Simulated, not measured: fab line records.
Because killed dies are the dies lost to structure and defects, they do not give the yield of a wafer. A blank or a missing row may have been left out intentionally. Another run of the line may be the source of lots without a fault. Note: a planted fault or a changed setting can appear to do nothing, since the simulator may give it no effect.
3 desks looking at one fault :: flow n5Finfet :: only its own numbers are on each desk; what lay behind them is given at the end

## THE DEFECT DESK
Per lot, the means of the sampled wafers with a number show what the inspections along the route counted. A lot is out of limits, marked OUT, if its mean lies more than 4 standard deviations from the usual mean; the brackets give that distance.
Columns: A = rawDefectCount at N5_BEOL_M0_SAQP_INSPECT_42, usual 321
lot: L437
first seen here: day 6 14:25
A: 267

lot: L439
first seen here: day 6 15:16
A: 268

lot: L445
first seen here: day 8 04:02
A: 302

lot: L453
first seen here: day 10 03:49
A: 288

lot: L455
first seen here: day 10 18:37
A: 299
Result from this desk: across the 5 lots, nothing is out of limits.

## AT THE TOOL OWNER'S DESK: rieDiel-04
The tool's own readings at N5_BEOL_M0_SAQP_CUT_ETCH_46 (etches SOC in N2/H2, target depth 135 nm, overetch 27 nm, time 202.5 s): means of the sampled wafers that have a number, for each lot that ran on this tool. A lot is out of limits, marked OUT, if its mean lies more than 4 standard deviations from the usual mean; the brackets give that distance.
Columns: A = drypumpMotorCurrentA at N5_BEOL_M0_SAQP_CUT_ETCH_46, usual 5.8 A; B = rfVppV at N5_BEOL_M0_SAQP_CUT_ETCH_46, usual 523.0 V; C = showerheadPlenumPTorr at N5_BEOL_M0_SAQP_CUT_ETCH_46, usual 2.51 Torr; D = throttleValvePct at N5_BEOL_M0_SAQP_CUT_ETCH_46, usual 17.8 %
lot: L439
first seen here: day 6 16:13
A: 5.5
B: 522.0
C: 2.46
D: 17.6

lot: L445
first seen here: day 8 04:47
A: 5.2
B: 523.3
C: 2.51
D: 17.5
Result from this desk: across the 2 lots, nothing is out of limits.

## FROM THE METROLOGY DESK
What the gauges read for every lot (on any tool): the sampled wafers with a number, averaged. A lot is out of limits, marked OUT, if its mean lies more than 4 standard deviations from the usual mean; the brackets give that distance. It has 12 readings; the 7 that lie furthest out on some lot are the ones shown.
Columns: A = cdNm at N5_BEOL_M0_SAQP_CD_MEAS_40, usual 30.01 nm; B = M0_CUT1_OVL at N5_BEOL_M0_SAQP_OVL_MEAS_41, usual -0.7 nm; C = DIBL_P at N5_BEOL_M4_RC_MEAS_101, usual 36.5 mV/V; D = SS_N at N5_BEOL_M4_RC_MEAS_101, usual 71.6 mV/dec; E = SS_P at N5_BEOL_M4_RC_MEAS_101, usual 73.4 mV/dec; F = VT_N at N5_BEOL_M4_RC_MEAS_101, usual 250 mV; G = VT_P at N5_BEOL_M4_RC_MEAS_101, usual -250.5 mV
lot: L437
first seen here: day 6 14:20
A: 30.22
B: -0.8
C: 34.2
D: 70.9
E: 72.3
F: 251
G: -251.6

lot: L439
first seen here: day 6 15:11
A: 29.83
B: -0.8
C: 36.4
D: 71.5
E: 73.5
F: 250
G: -251.8

lot: L445
first seen here: day 8 03:56
A: 30.04
B: -1.6
C: 36.6
D: 71.9
E: 73.1
F: 252
G: -249.9

lot: L453
first seen here: day 10 03:44
A: 29.99
B: -0.6
C: 35.0
D: 71.4
E: 73.0
F: 253
G: -248.2

lot: L455
first seen here: day 10 18:31
A: 29.78
B: -1.4
C: 36.2
D: 71.4
E: 73.0
F: 253
G: -254.9
Result from this desk: across the 5 lots, nothing is out of limits.

## BROUGHT TOGETHER
The defect desk saw nothing out of limits.
Nothing out of limits was seen by the tool owner's desk.
From the metrology desk's view, nothing was out of limits.

## WHAT WAS PUT IN BY THE SIMULATOR
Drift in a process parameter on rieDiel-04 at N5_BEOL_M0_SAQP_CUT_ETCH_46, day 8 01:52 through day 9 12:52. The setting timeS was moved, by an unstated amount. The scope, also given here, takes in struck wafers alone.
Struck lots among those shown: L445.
